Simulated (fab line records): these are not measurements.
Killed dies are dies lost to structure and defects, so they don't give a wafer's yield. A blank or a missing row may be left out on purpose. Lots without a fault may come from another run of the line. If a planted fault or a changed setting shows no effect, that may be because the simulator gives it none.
Which tool was responsible? + flow n5_finfet + 20 lots, 60 wafers sampled, at 5 steps of a route of 1938

== WHAT EACH GAUGE READ, for each wafer ==
N5_HKMG_FIN_CD_MEAS_49: the cd target is 202 nm.
| lot  | measured    | on        | cd_nm (nm)        |
|------|-------------|-----------|-------------------|
| L074 | day 3 23:35 | cd_sem-01 | 202.8 202.6 202.5 |
| L075 | day 4 04:50 | cd_sem-01 | 203.0 202.2 202.3 |
| L076 | day 4 15:56 | cd_sem-01 | 202.2 201.9 202.4 |
| L077 | day 4 16:51 | cd_sem-01 | 201.7 202.1 201.9 |
| L078 | day 5 00:49 | cd_sem-02 | 201.3 202.3 201.1 |
| L079 | day 5 06:07 | cd_sem-02 | 201.9 202.5 202.1 |
| L081 | day 5 18:29 | cd_sem-03 | 202.1 202.3 202.2 |
| L082 | day 5 22:46 | cd_sem-01 | 202.8 201.7 202.0 |
| L083 | day 6 04:41 | cd_sem-01 | 201.9 201.7 201.8 |
| L084 | day 6 13:17 | cd_sem-02 | 201.2 201.8 201.7 |
| L085 | day 6 18:24 | cd_sem-01 | 202.7 203.1 202.4 |
| L086 | day 6 22:23 | cd_sem-03 | 202.6 201.9 202.5 |
| L087 | day 7 05:20 | cd_sem-01 | 202.1 202.2 202.6 |
| L088 | day 7 11:50 | cd_sem-03 | 202.1 202.6 202.7 |
| L090 | day 7 22:55 | cd_sem-01 | 201.5 200.9 201.8 |
| L091 | day 8 08:10 | cd_sem-01 | 202.2 202.2 202.4 |
| L093 | day 8 16:31 | cd_sem-01 | 202.3 202.8 202.5 |
| L094 | day 8 22:59 | cd_sem-01 | 202.2 201.9 202.5 |
| L096 | day 9 15:47 | cd_sem-03 | 201.8 201.1 202.4 |
| L097 | day 9 19:21 | cd_sem-01 | 200.7 201.1 201.4 |

== WHAT TOOL EACH LOT RAN ON (gives the tool, then ch and the chambers of the sampled wafers, and finally the start) ==
| lot  | N5_SD_EPI_P_ETCH_16               | N5_ILD0_CMP_03               | N5_SDB_CUT_ETCH_26              | N5_SDB_CMP_30                |
|------|-----------------------------------|------------------------------|---------------------------------|------------------------------|
| L074 | rie_diel-06 ch 0,1,2, day 3 06:10 | cmp-01 ch 1,2,3, day 3 12:40 | rie_si-03 ch 2,3, day 3 18:49   | cmp-03 ch 1,2,3, day 3 21:50 |
| L075 | rie_diel-05 ch 0,2,3, day 3 12:17 | cmp-04 ch 0,2,3, day 3 18:34 | rie_si-03 ch 1,2,3, day 3 23:30 | cmp-02 ch 0,1,3, day 4 02:56 |
| L076 | rie_diel-05 ch 0,1,2, day 3 22:16 | cmp-02 ch 0,1, day 4 05:37   | rie_si-04 ch 0,2,3, day 4 10:41 | cmp-01 ch 1,2,3, day 4 13:41 |
| L077 | rie_diel-05 ch 0,1,3, day 3 23:50 | cmp-02 ch 0,2,3, day 4 06:26 | rie_si-03 ch 1,2, day 4 11:38   | cmp-02 ch 1,2, day 4 14:33   |
| L078 | rie_diel-06 ch 1,2,3, day 4 06:34 | cmp-01 ch 0,3, day 4 12:50   | rie_si-04 ch 0,2,3, day 4 18:56 | cmp-03 ch 0,2, day 4 22:38   |
| L079 | rie_diel-03 ch 0,3, day 4 13:35   | cmp-04 ch 2,3, day 4 19:55   | rie_si-04 ch 0,1, day 5 01:20   | cmp-02 ch 2,3, day 5 04:15   |
| L081 | rie_diel-05 ch 0,3, day 5 01:35   | cmp-02 ch 0,2,3, day 5 07:58 | rie_si-01 ch 0,3, day 5 13:24   | cmp-01 ch 1,3, day 5 16:21   |
| L082 | rie_diel-03 ch 1,2,3, day 5 05:26 | cmp-01 ch 1,3, day 5 12:34   | rie_si-03 ch 1,2,3, day 5 17:43 | cmp-03 ch 1,2,3, day 5 20:56 |
| L083 | rie_diel-05 ch 1,2, day 5 12:10   | cmp-01 ch 0,1,3, day 5 18:44 | rie_si-03 ch 1,2, day 5 23:55   | cmp-03 ch 1,3, day 6 02:52   |
| L084 | rie_diel-06 ch 0,1,3, day 5 20:10 | cmp-04 ch 1,2,3, day 6 02:28 | rie_si-04 ch 0,2,3, day 6 07:28 | cmp-02 ch 0,1,2, day 6 11:10 |
| L085 | rie_diel-05 ch 1,2,3, day 6 01:12 | cmp-04 ch 1,2,3, day 6 08:18 | rie_si-01 ch 0,3, day 6 13:37   | cmp-03 ch 1,2,3, day 6 16:32 |
| L086 | rie_diel-05 ch 0,1,3, day 6 06:08 | cmp-01 ch 0,2,3, day 6 12:38 | rie_si-03 ch 1,2, day 6 17:32   | cmp-02 ch 1,2,3, day 6 20:28 |
| L087 | rie_diel-03 ch 0,2,3, day 6 13:08 | cmp-02 ch 0,1,3, day 6 19:28 | rie_si-01 ch 0,2, day 7 00:34   | cmp-03 ch 0,3, day 7 03:29   |
| L088 | rie_diel-03 ch 1,2,3, day 6 18:36 | cmp-04 ch 0,1,2, day 7 01:10 | rie_si-04 ch 0,2,3, day 7 06:37 | cmp-02 ch 0,1,3, day 7 09:40 |
| L090 | rie_diel-05 ch 0,1, day 7 06:25   | cmp-01 ch 0,2, day 7 12:43   | rie_si-01 ch 0,1,3, day 7 17:47 | cmp-03 ch 2,3, day 7 21:01   |
| L091 | rie_diel-03 ch 0,1, day 7 16:10   | cmp-01 ch 0,2,3, day 7 22:28 | rie_si-03 ch 0,1, day 8 03:23   | cmp-01 ch 0,2, day 8 06:19   |
| L093 | rie_diel-06 ch 2,3, day 8 00:11   | cmp-04 ch 0,2, day 8 06:38   | rie_si-03 ch 1,2,3, day 8 11:49 | cmp-01 ch 2,3, day 8 14:44   |
| L094 | rie_diel-06 ch 1,2,3, day 8 05:01 | cmp-02 ch 0,1,2, day 8 11:33 | rie_si-03 ch 1,2,3, day 8 17:39 | cmp-01 ch 0,1,2, day 8 21:16 |
| L096 | rie_diel-05 ch 2,3, day 8 23:03   | cmp-02 ch 0,1,3, day 9 05:59 | rie_si-01 ch 0,2,3, day 9 11:00 | cmp-01 ch 0,2, day 9 13:57   |
| L097 | rie_diel-06 ch 0,2,3, day 9 01:58 | cmp-04 ch 1,3, day 9 09:29   | rie_si-03 ch 0,1,2, day 9 14:34 | cmp-01 ch 0,2,3, day 9 17:29 |
- N5_SD_EPI_P_ETCH_16: etches SiO2 in CHF3/O2, target depth 5 nm.
- N5_ILD0_CMP_03: polishes, stops on SiNx, t overpolish 1.9 s, target thk 197.38 nm.
- N5_SDB_CUT_ETCH_26: etches Si in HBr/Cl2/O2, target depth 129.6 nm, bt time 20 s, time 51.8 s.
- N5_SDB_CMP_30: polishes, stops on poly-Si, t overpolish 1.54 s, target thk 30 nm.

== WHAT THE TOOLS THEMSELVES READ (means of the sampled wafers that have a number; where no wafer has one, the mark that the record gives instead) ==
N5_SD_EPI_P_ETCH_16.
| lot  | tool        | O2_flow_sccm (sccm) | drypump_motor_current_A (A) | oes_product_au (a.u.) | rf_fwd_power_W (W) | rf_vpp_V (V) | showerhead_plenum_p_Torr (Torr) | throttle_valve_pct (%) |
|------|-------------|---------------------|-----------------------------|-----------------------|--------------------|--------------|---------------------------------|------------------------|
| L074 | rie_diel-06 | 5.020               | 5.5                         | 0.84                  | 644.1              | 524          | 2.38                            | 19.05                  |
| L075 | rie_diel-05 | 5.012               | 5.6                         | 0.77                  | 642.4              | 522          | 2.45                            | 18.90                  |
| L076 | rie_diel-05 | 4.996               | 5.6                         | 0.74                  | 641.6              | 521          | 2.37                            | 19.03                  |
| L077 | rie_diel-05 | 5.002               | 5.4                         | 0.76                  | 644.2              | 521          | 2.41                            | 18.92                  |
| L078 | rie_diel-06 | 5.009               | 5.9                         | 0.88                  | 641.4              | 528          | 2.42                            | 18.92                  |
| L079 | rie_diel-03 | 4.995               | 5.2                         | 0.82                  | 642.6              | 522          | 2.47                            | 18.79                  |
| L081 | rie_diel-05 | 5.008               | 5.3                         | 0.78                  | 644.1              | 519          | 2.46                            | 18.75                  |
| L082 | rie_diel-03 | 4.997               | 5.0                         | 0.77                  | 642.8              | 520          | 2.45                            | 18.82                  |
| L083 | rie_diel-05 | 5.001               | 5.7                         | 0.71                  | 642.3              | 524          | 2.31                            | 19.23                  |
| L084 | rie_diel-06 | 4.990               | 5.9                         | 0.87                  | 644.0              | 525          | 2.42                            | 18.89                  |
| L085 | rie_diel-05 | 5.016               | 5.7                         | 0.73                  | 644.3              | 524          | 2.39                            | 19.10                  |
| L086 | rie_diel-05 | 5.015               | 5.4                         | 0.75                  | 644.5              | 522          | 2.41                            | 18.96                  |
| L087 | rie_diel-03 | 4.995               | 5.1                         | 0.75                  | 643.3              | 524          | 2.44                            | 18.81                  |
| L088 | rie_diel-03 | 4.989               | 5.0                         | 0.76                  | 641.0              | 520          | 2.44                            | 18.84                  |
| L090 | rie_diel-05 | 5.012               | 5.5                         | 0.72                  | 642.6              | 522          | 2.33                            | 19.09                  |
| L091 | rie_diel-03 | 5.012               | 5.3                         | 0.71                  | 642.5              | 529          | 2.49                            | 18.90                  |
| L093 | rie_diel-06 | 4.999               | 6.4                         | 0.85                  | 642.5              | 527          | 2.42                            | 18.89                  |
| L094 | rie_diel-06 | 4.995               | 5.9                         | 0.83                  | 645.6              | 529          | 2.41                            | 18.98                  |
| L096 | rie_diel-05 | 4.990               | 5.8                         | 0.71                  | 641.7              | 522          | 2.42                            | 19.11                  |
| L097 | rie_diel-06 | 5.009               | 6.0                         | 0.79                  | 644.3              | 523          | 2.37                            | 19.04                  |

N5_ILD0_CMP_03.
| lot  | tool   | head_pressure_psi (psi) | motor_current_A (A) | overpolish_run_s (s) | platen_rpm (rpm) | slurry_filter_dp_kPa (kPa) | time_to_endpoint_s (s) |
|------|--------|-------------------------|---------------------|----------------------|------------------|----------------------------|------------------------|
| L074 | cmp-01 | 4.153                   | 12.8                | 1.901                | 51.82            | 13.55                      | 68                     |
| L075 | cmp-04 | 4.142                   | 12.3                | 1.902                | 51.81            | 13.49                      | 72                     |
| L076 | cmp-02 | 4.162                   | 12.6                | 1.904                | 51.81            | 13.48                      | 66                     |
| L077 | cmp-02 | 4.155                   | 11.5                | 1.896                | 51.79            | 13.53                      | 63                     |
| L078 | cmp-01 | 4.153                   | 13.5                | 1.908                | 51.78            | 13.38                      | 68                     |
| L079 | cmp-04 | 4.158                   | 11.8                | 1.898                | 51.77            | 13.60                      | 73                     |
| L081 | cmp-02 | 4.154                   | 11.5                | 1.888                | 51.79            | 13.51                      | 65                     |
| L082 | cmp-01 | 4.147                   | 12.1                | 1.898                | 51.80            | 13.55                      | 70                     |
| L083 | cmp-01 | 4.155                   | 12.5                | 1.898                | 51.80            | 13.51                      | 69                     |
| L084 | cmp-04 | 4.150                   | 12.5                | 1.897                | 51.78            | 13.49                      | 77                     |
| L085 | cmp-04 | 4.138                   | 12.7                | 1.896                | 51.80            | 13.53                      | 74                     |
| L086 | cmp-01 | 4.159                   | 13.9                | 1.904                | 51.79            | 13.43                      | 77                     |
| L087 | cmp-02 | 4.149                   | 13.3                | 1.898                | 51.77            | 13.68                      | 69                     |
| L088 | cmp-04 | 4.145                   | 13.2                | 1.898                | 51.80            | 13.50                      | 80                     |
| L090 | cmp-01 | 4.143                   | 14.7                | 1.901                | 51.79            | 13.41                      | 74                     |
| L091 | cmp-01 | 4.149                   | 14.0                | 1.896                | 51.79            | 13.38                      | 76                     |
| L093 | cmp-04 | 4.160                   | 13.2                | 1.899                | 51.76            | 13.36                      | 78                     |
| L094 | cmp-02 | 4.150                   | 12.1                | 1.899                | 51.85            | 13.44                      | 73                     |
| L096 | cmp-02 | 4.149                   | 12.5                | 1.902                | 51.79            | 13.39                      | 74                     |
| L097 | cmp-04 | 4.155                   | 12.0                | 1.905                | 51.79            | 13.49                      | 76                     |

N5_SDB_CUT_ETCH_26.
| lot  | tool      | O2_flow_sccm (sccm) | drypump_motor_current_A (A) | oes_product_au (a.u.) | throttle_valve_pct (%) |
|------|-----------|---------------------|-----------------------------|-----------------------|------------------------|
| L074 | rie_si-03 | 11.98               | 5.7                         | 0.992                 | 37.53                  |
| L075 | rie_si-03 | 12.02               | 5.7                         | 0.993                 | 37.51                  |
| L076 | rie_si-04 | 12.00               | 6.0                         | 0.997                 | 37.22                  |
| L077 | rie_si-03 | 11.99               | 5.8                         | 0.993                 | 37.48                  |
| L078 | rie_si-04 | 11.98               | 6.0                         | 0.993                 | 37.22                  |
| L079 | rie_si-04 | 11.99               | 5.8                         | 1.002                 | 37.06                  |
| L081 | rie_si-01 | 11.99               | 5.2                         | 1.017                 | 37.30                  |
| L082 | rie_si-03 | 12.00               | 5.7                         | 0.992                 | 37.53                  |
| L083 | rie_si-03 | 12.03               | 5.8                         | 0.990                 | 37.46                  |
| L084 | rie_si-04 | 12.00               | 6.0                         | 0.996                 | 37.22                  |
| L085 | rie_si-01 | 11.98               | 5.3                         | 1.022                 | 37.31                  |
| L086 | rie_si-03 | 12.02               | 5.8                         | 0.989                 | 37.46                  |
| L087 | rie_si-01 | 12.01               | 5.6                         | 1.009                 | 37.02                  |
| L088 | rie_si-04 | 11.96               | 6.0                         | 0.995                 | 37.23                  |
| L090 | rie_si-01 | 11.96               | 5.3                         | 1.006                 | 37.41                  |
| L091 | rie_si-03 | 12.00               | 5.5                         | 0.987                 | 37.45                  |
| L093 | rie_si-03 | 12.01               | 5.7                         | 0.988                 | 37.52                  |
| L094 | rie_si-03 | 12.00               | 5.7                         | 0.993                 | 37.52                  |
| L096 | rie_si-01 | 11.99               | 5.4                         | 1.015                 | 37.16                  |
| L097 | rie_si-03 | 11.98               | 5.5                         | 0.990                 | 37.46                  |

N5_SDB_CMP_30.
| lot  | tool   | head_pressure_psi (psi) | motor_current_A (A) | overpolish_run_s (s) | platen_rpm (rpm) | slurry_filter_dp_kPa (kPa) | time_to_endpoint_s (s) |
|------|--------|-------------------------|---------------------|----------------------|------------------|----------------------------|------------------------|
| L074 | cmp-03 | 4.145                   | 12.6                | 1.540                | 51.76            | 13.50                      | 15.8                   |
| L075 | cmp-02 | 4.140                   | 12.8                | 1.547                | 51.81            | 13.48                      | 15.6                   |
| L076 | cmp-01 | 4.148                   | 12.9                | 1.540                | 51.78            | 13.47                      | 17.6                   |
| L077 | cmp-02 | 4.146                   | 13.7                | 1.536                | 51.80            | 13.48                      | 14.1                   |
| L078 | cmp-03 | 4.155                   | 13.1                | 1.530                | 51.79            | 13.53                      | 19.8                   |
| L079 | cmp-02 | 4.156                   | 11.8                | 1.544                | 51.85            | 13.51                      | 16.6                   |
| L081 | cmp-01 | 4.153                   | 12.0                | 1.543                | 51.79            | 13.44                      | 18.8                   |
| L082 | cmp-03 | 4.152                   | 13.3                | 1.541                | 51.79            | 13.43                      | 14.8                   |
| L083 | cmp-03 | 4.147                   | 12.8                | 1.533                | 51.82            | 13.55                      | 17.0                   |
| L084 | cmp-02 | 4.145                   | 12.5                | 1.538                | 51.80            | 13.54                      | 17.9                   |
| L085 | cmp-03 | 4.146                   | 12.5                | 1.545                | 51.79            | 13.50                      | 15.2                   |
| L086 | cmp-02 | 4.153                   | 12.5                | 1.546                | 51.76            | 13.52                      | 15.7                   |
| L087 | cmp-03 | 4.147                   | 13.6                | 1.543                | 51.81            | 13.45                      | 15.4                   |
| L088 | cmp-02 | 4.155                   | 13.0                | 1.542                | 51.80            | 13.66                      | 17.7                   |
| L090 | cmp-03 | 4.150                   | 12.5                | 1.547                | 51.81            | 13.54                      | 16.8                   |
| L091 | cmp-01 | 4.154                   | 14.6                | 1.533                | 51.82            | 13.53                      | 18.8                   |
| L093 | cmp-01 | 4.156                   | 13.2                | 1.544                | 51.79            | 13.37                      | 18.4                   |
| L094 | cmp-01 | 4.152                   | 13.7                | 1.529                | 51.83            | 13.58                      | 21.8                   |
| L096 | cmp-01 | 4.146                   | 14.1                | 1.535                | 51.80            | 13.60                      | 19.9                   |
| L097 | cmp-01 | 4.148                   | 13.8                | 1.532                | 51.85            | 13.58                      | 19.4                   |

== THE ANSWER, worked out from the rows above alone ==
Rule: usual is defined by the lots themselves. Put in order of their means at a reading, lots are off if they are a third of the lots or fewer, leave a main group of 4 or more, and stand apart from it by a gap of 3 or more times the standard deviation of the main group's means; of several such gaps the widest counts. A main group is skipped when, at the precision printed for the reading in the tables above, its means are all equal. A lot without any number at a reading at which 4 lots or more have one is off too. The other lots that the step has rows for count as sound. Order of review: gauges by route order, followed by the tools' own readings, for which a lot's mean as printed above is used. The first step at which some lot is off is used, and at that step the reading that is off furthest; a lot without a number counts as furthest.
No lot is off at any reading shown: from this, nothing can be told.

== WHAT WAS PUT IN BY THE SIMULATOR ==
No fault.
